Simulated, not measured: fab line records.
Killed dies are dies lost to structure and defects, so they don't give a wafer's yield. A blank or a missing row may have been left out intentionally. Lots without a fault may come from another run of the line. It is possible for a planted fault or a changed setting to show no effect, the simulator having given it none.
A struck lot beside a sound one | flow nand harc | 14 out of 1302 route steps
Sound: the wafers L686.1, L686.3, L686.6. Struck: wafer L687.6. At the end, the cause is stated.
Each step with rows lists, per side, the tool, then ch with its chambers, then its first start. Under that, the readings that differ: sound wafers | struck wafers | difference of the means | sigmas: that difference in standard deviations of wafers without a fault.
alike: readings whose means differ by less than 2 such deviations, and words and numbers that are the same on both sides. not compared: withheld readings, readings that some wafer has no value for, bounds like >300 that may hide the same value, and numbers for which the record gives no deviation and whose values overlap.
The two part at a step that has a row with sigmas, a row that says differs or no value, or rows on one side only. When numbers do not overlap yet have no deviation, they are printed without sigmas and do not part them. A reading that every wafer of one side lacks parts them only if that side has two wafers or more.

first, 2 steps without rows for these wafers: NHARC_A_ONON_D1_ANNEAL_15 (time 3600 s); NHARC_A_ONON_D1_DEP_16 (target thk 1000 nm).
NHARC_A_ONON_D1_THK_MEAS_18: measures by ellipsometry.
  struck on film metro-02, day 15 22:43; sound on film metro-01, day 15 11:28
  alike: thk nm
then, 1 step without rows for these wafers: NHARC_A_ONON_D1_DEP_19 (target thk 1000 nm).
NHARC_A_ONON_D1_THK_MEAS_21: measures by ellipsometry.
  struck on film metro-02, day 15 23:17; sound on film metro-02, day 15 12:02
  alike: thk nm
then, 1 step without rows for these wafers: NHARC_A_ONON_D1_DEP_22 (target thk 1000 nm).
NHARC_A_ONON_D1_THK_MEAS_24: measures by ellipsometry.
  struck on film metro-02, day 15 23:51; sound on film metro-02, day 15 12:36
  alike: thk nm
then, 1 step without rows for these wafers: NHARC_A_ONON_D1_DEP_25 (target thk 1000 nm).
NHARC_A_ONON_D1_THK_MEAS_27: measures by ellipsometry.
  struck on film metro-02, day 16 00:25; sound on film metro-02, day 15 13:10
  reading     | sound          | struck | difference | sigmas
  thk nm (nm) | 1013 1013 1014 | 973    | -40        | -3
then, 1 step without rows for these wafers: NHARC_A_ONON_D1_DEP_28 (target thk 1000 nm).
NHARC_A_ONON_D1_THK_MEAS_30: measures by ellipsometry.
  struck on film metro-02, day 16 00:59; sound on film metro-01, day 15 13:44
  alike: thk nm
NHARC_A_ONON_D1_DEP_33: deposits SiO2, target thk 200 nm.
  sound on pecvd-01 ch 0,1, day 15 13:48; struck on pecvd-04 ch 2, day 16 01:16
  reading              | sound             | struck | difference | sigmas
  rf fwd power W (W)   | 889.4 893.2 897.2 | 537.4  | -355.9     | -99 or more
  showerhead vpp V (V) | 1760 1897 1853    | 1485   | -352       | -8
  alike: heater power w, throttle valve pct
NHARC_A_ONON_D1_THK_MEAS_34: measures by ellipsometry.
  struck on film metro-01, day 16 01:38; sound on film metro-01, day 15 14:13
  reading     | sound             | struck | difference | sigmas
  thk nm (nm) | 200.4 201.7 204.0 | 173.5  | -28.5      | -11
  not compared: hold
then, 1 step without rows for these wafers: NHARC_END_SORT_01.

WHERE THEY PART
Earliest at NHARC_A_ONON_D1_THK_MEAS_27; latest, in this record, at NHARC_A_ONON_D1_THK_MEAS_34.

WHY: whatever the simulator had introduced
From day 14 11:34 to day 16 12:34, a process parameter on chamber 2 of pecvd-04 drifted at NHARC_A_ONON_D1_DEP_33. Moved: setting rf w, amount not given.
